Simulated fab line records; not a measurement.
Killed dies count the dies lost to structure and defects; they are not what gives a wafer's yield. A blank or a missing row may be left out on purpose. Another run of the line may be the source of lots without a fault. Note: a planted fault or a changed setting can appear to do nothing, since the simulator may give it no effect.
One fault through the eyes of 2 desks	flow nandHarc	each desk has only its own numbers; what lay behind them comes last

## FROM THE METROLOGY DESK
Means of the sampled wafers that have a number, per lot and without regard to the tool the lot ran on: this is what the gauges read. Marked OUT: a lot whose mean sits more than 4 standard deviations from the usual mean, which makes it out of limits; the brackets give that distance.
Columns: A = cdNm at NHARC_P_GATE_CD_MEAS_91, usual 1998.6 nm
lot	first seen here	A
L810	day 6 01:35	1996.5
L815	day 7 22:00	1999.4
L816	day 8 05:16	1997.3
L817	day 8 15:11	1997.9
L818	day 9 02:10	1998.2
L819	day 9 22:49	1997.9
L822	day 10 20:25	1997.8
L823	day 11 00:54	2000.0
L824	day 11 19:37	2068.7 (+32) OUT
L828	day 13 06:52	2068.9 (+32) OUT
L833	day 15 10:20	2069.1 (+32) OUT
This desk finds L824, L828, L833 out of limits, L824 being first, at day 11 19:37 (cdNm at NHARC_P_GATE_CD_MEAS_91). L810, L815, L816, L817, L818, L819, L822, L823 stayed within limits.

## DESK OF THE TOOL OWNER: krfScanner-04
The tool's own readings at NHARC_P_GATE_EXPOSE_88 (exposes mask P HVN, target cd 2000 nm): means of the sampled wafers that have a number, for each lot that ran on this tool. Marked OUT: a lot whose mean sits more than 4 standard deviations from the usual mean, which makes it out of limits; the brackets give that distance.
Columns: A = exposureDoseMJCm2 at NHARC_P_GATE_EXPOSE_88, usual 11.870; B = reticleTempC at NHARC_P_GATE_EXPOSE_88, usual 23.01 C
lot	first seen here	A	B
L818	day 9 02:00	11.891	22.88
L819	day 9 22:40	11.863	22.88
L822	day 10 20:16	11.870	22.91
L823	day 11 00:44	11.855	23.04
L824	day 11 19:27	17.930 (+99 or more) OUT	22.92
L828	day 13 06:42	17.919 (+99 or more) OUT	23.08
L833	day 15 10:10	17.934 (+99 or more) OUT	23.07
This desk finds L824, L828, L833 out of limits, L824 being first, at day 11 19:27 (exposureDoseMJCm2 at NHARC_P_GATE_EXPOSE_88). L818, L819, L822, L823 stayed within limits.

## ALL TOGETHER
On L824, L828, L833, at day 11 19:27, an alarm was possible from the tool owner's desk.
An alarm was possible from the metrology desk at day 11 19:37, on L824, L828, L833.
NHARC_P_GATE_EXPOSE_88 was run on krfScanner-04 by each of the lots named.

## WHAT WAS PUT IN BY THE SIMULATOR
Drift in process parameters on krfScanner-04 at NHARC_P_GATE_EXPOSE_88, starting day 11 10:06. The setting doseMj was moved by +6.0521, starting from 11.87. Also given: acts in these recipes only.
Shown lots that were struck: L824, L828, L833.
Fault start to first reading out of limits, in hours, per desk: tool owner, 9; metrology, 10.
